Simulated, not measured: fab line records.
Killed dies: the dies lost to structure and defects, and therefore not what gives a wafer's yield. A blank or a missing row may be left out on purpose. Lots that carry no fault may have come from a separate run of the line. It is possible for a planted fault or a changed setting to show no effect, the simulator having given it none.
Chamber matching || flow nand-harc || 4 sister chambers for NHARC_P_M0_STRIP_18 on rie-diel-13
The step strips in N2/H2. 18 wafers are shown with their chamber, then 9 later ones without.

== WAFERS, EACH WITH ITS CHAMBER ==
{"wafer": "L875.2", "chamber": 3, "showerhead-plenum-p-Torr (Torr)": 1.93, "drypump-motor-current-A (A)": 6.2, "oes-product-au (a.u.)": 0.986}
{"wafer": "L875.3", "chamber": 2, "showerhead-plenum-p-Torr (Torr)": 2.19, "drypump-motor-current-A (A)": 5.5, "oes-product-au (a.u.)": 0.987}
{"wafer": "L875.5", "chamber": 0, "showerhead-plenum-p-Torr (Torr)": 2.09, "drypump-motor-current-A (A)": 5.4, "oes-product-au (a.u.)": 0.982}
{"wafer": "L878.2", "chamber": 3, "showerhead-plenum-p-Torr (Torr)": 1.93, "drypump-motor-current-A (A)": 6.1, "oes-product-au (a.u.)": 0.991}
{"wafer": "L878.3", "chamber": 2, "showerhead-plenum-p-Torr (Torr)": 2.19, "drypump-motor-current-A (A)": 5.5, "oes-product-au (a.u.)": 0.996}
{"wafer": "L878.5", "chamber": 1, "showerhead-plenum-p-Torr (Torr)": 2.19, "drypump-motor-current-A (A)": 6.3, "oes-product-au (a.u.)": 1.009}
{"wafer": "L881.1", "chamber": 3, "showerhead-plenum-p-Torr (Torr)": 1.93, "drypump-motor-current-A (A)": 6.1, "oes-product-au (a.u.)": 0.991}
{"wafer": "L881.2", "chamber": 0, "showerhead-plenum-p-Torr (Torr)": 2.09, "drypump-motor-current-A (A)": 5.4, "oes-product-au (a.u.)": 0.985}
{"wafer": "L881.4", "chamber": 2, "showerhead-plenum-p-Torr (Torr)": 2.19, "drypump-motor-current-A (A)": 5.5, "oes-product-au (a.u.)": 0.978}
{"wafer": "L883.1", "chamber": 3, "showerhead-plenum-p-Torr (Torr)": 1.93, "drypump-motor-current-A (A)": 6.1, "oes-product-au (a.u.)": 0.999}
{"wafer": "L883.3", "chamber": 0, "showerhead-plenum-p-Torr (Torr)": 2.09, "drypump-motor-current-A (A)": 5.4, "oes-product-au (a.u.)": 0.993}
{"wafer": "L883.5", "chamber": 0, "showerhead-plenum-p-Torr (Torr)": 2.09, "drypump-motor-current-A (A)": 5.4, "oes-product-au (a.u.)": 0.994}
{"wafer": "L892.1", "chamber": 0, "showerhead-plenum-p-Torr (Torr)": 2.09, "drypump-motor-current-A (A)": 5.4, "oes-product-au (a.u.)": 1.000}
{"wafer": "L892.3", "chamber": 3, "showerhead-plenum-p-Torr (Torr)": 1.92, "drypump-motor-current-A (A)": 6.1, "oes-product-au (a.u.)": 0.997}
{"wafer": "L892.4", "chamber": 1, "showerhead-plenum-p-Torr (Torr)": 2.19, "drypump-motor-current-A (A)": 6.3, "oes-product-au (a.u.)": 1.010}
{"wafer": "L893.1", "chamber": 3, "showerhead-plenum-p-Torr (Torr)": 1.92, "drypump-motor-current-A (A)": 6.2, "oes-product-au (a.u.)": 0.998}
{"wafer": "L893.2", "chamber": 1, "showerhead-plenum-p-Torr (Torr)": 2.19, "drypump-motor-current-A (A)": 6.3, "oes-product-au (a.u.)": 1.006}
{"wafer": "L893.6", "chamber": 1, "showerhead-plenum-p-Torr (Torr)": 2.19, "drypump-motor-current-A (A)": 6.3, "oes-product-au (a.u.)": 1.007}

SIGNATURES, as means of the wafers listed above
{"reading": "showerhead-plenum-p-Torr", "chamber 0": 2.0900, "chamber 1": 2.1900, "chamber 2": 2.1900, "chamber 3": 1.9267, "scatter within a chamber": 0.00309}
{"reading": "drypump-motor-current-A", "chamber 0": 5.400, "chamber 1": 6.300, "chamber 2": 5.500, "chamber 3": 6.133, "scatter within a chamber": 0.0309}
{"reading": "oes-product-au", "chamber 0": 0.99080, "chamber 1": 1.00800, "chamber 2": 0.98700, "chamber 3": 0.99367, "scatter within a chamber": 0.00606}
Rule: for each reading, subtract the chamber's mean from the wafer's reading, divide by that reading's scatter and square the result; add these up over the readings and take the root, which gives the wafer's distance from the chamber. The wafer belongs to the nearest chamber; if the next one is less than 2 further off, it can't be placed. The scatter: the root of (the sum of the squares of (reading less its chamber's mean) over the shown wafers, divided by (wafers less chambers)).

== WAFERS WHOSE CHAMBER IS MISSING ==
{"wafer": "L895.1", "showerhead-plenum-p-Torr (Torr)": 1.92, "drypump-motor-current-A (A)": 6.1, "oes-product-au (a.u.)": 0.982}
{"wafer": "L895.3", "showerhead-plenum-p-Torr (Torr)": 2.19, "drypump-motor-current-A (A)": 6.3, "oes-product-au (a.u.)": 1.005}
{"wafer": "L895.6", "showerhead-plenum-p-Torr (Torr)": 2.19, "drypump-motor-current-A (A)": 5.5, "oes-product-au (a.u.)": 0.990}
{"wafer": "L894.1", "showerhead-plenum-p-Torr (Torr)": 2.09, "drypump-motor-current-A (A)": 5.4, "oes-product-au (a.u.)": 0.995}
{"wafer": "L894.4", "showerhead-plenum-p-Torr (Torr)": 2.19, "drypump-motor-current-A (A)": 5.4, "oes-product-au (a.u.)": 0.977}
{"wafer": "L894.6", "showerhead-plenum-p-Torr (Torr)": 2.09, "drypump-motor-current-A (A)": 5.4, "oes-product-au (a.u.)": 0.990}
{"wafer": "L896.2", "showerhead-plenum-p-Torr (Torr)": 1.92, "drypump-motor-current-A (A)": 6.1, "oes-product-au (a.u.)": 0.994}
{"wafer": "L896.4", "showerhead-plenum-p-Torr (Torr)": 2.09, "drypump-motor-current-A (A)": 5.4, "oes-product-au (a.u.)": 0.997}
{"wafer": "L896.5", "showerhead-plenum-p-Torr (Torr)": 1.92, "drypump-motor-current-A (A)": 6.2, "oes-product-au (a.u.)": 0.993}

== WHICH CHAMBER EACH WENT THROUGH ==
{"wafer": "L895.1", "from the rows above": 3, "in truth": 3}
{"wafer": "L895.3", "from the rows above": 1, "in truth": 1}
{"wafer": "L895.6", "from the rows above": 2, "in truth": 2}
{"wafer": "L894.1", "from the rows above": 0, "in truth": 0}
{"wafer": "L894.4", "from the rows above": 2, "in truth": 2}
{"wafer": "L894.6", "from the rows above": 0, "in truth": 0}
{"wafer": "L896.2", "from the rows above": 3, "in truth": 3}
{"wafer": "L896.4", "from the rows above": 0, "in truth": 0}
{"wafer": "L896.5", "from the rows above": 3, "in truth": 3}
Placed correctly: 9 of 9. Can't be placed from these rows: 0. 0 placed wrongly.
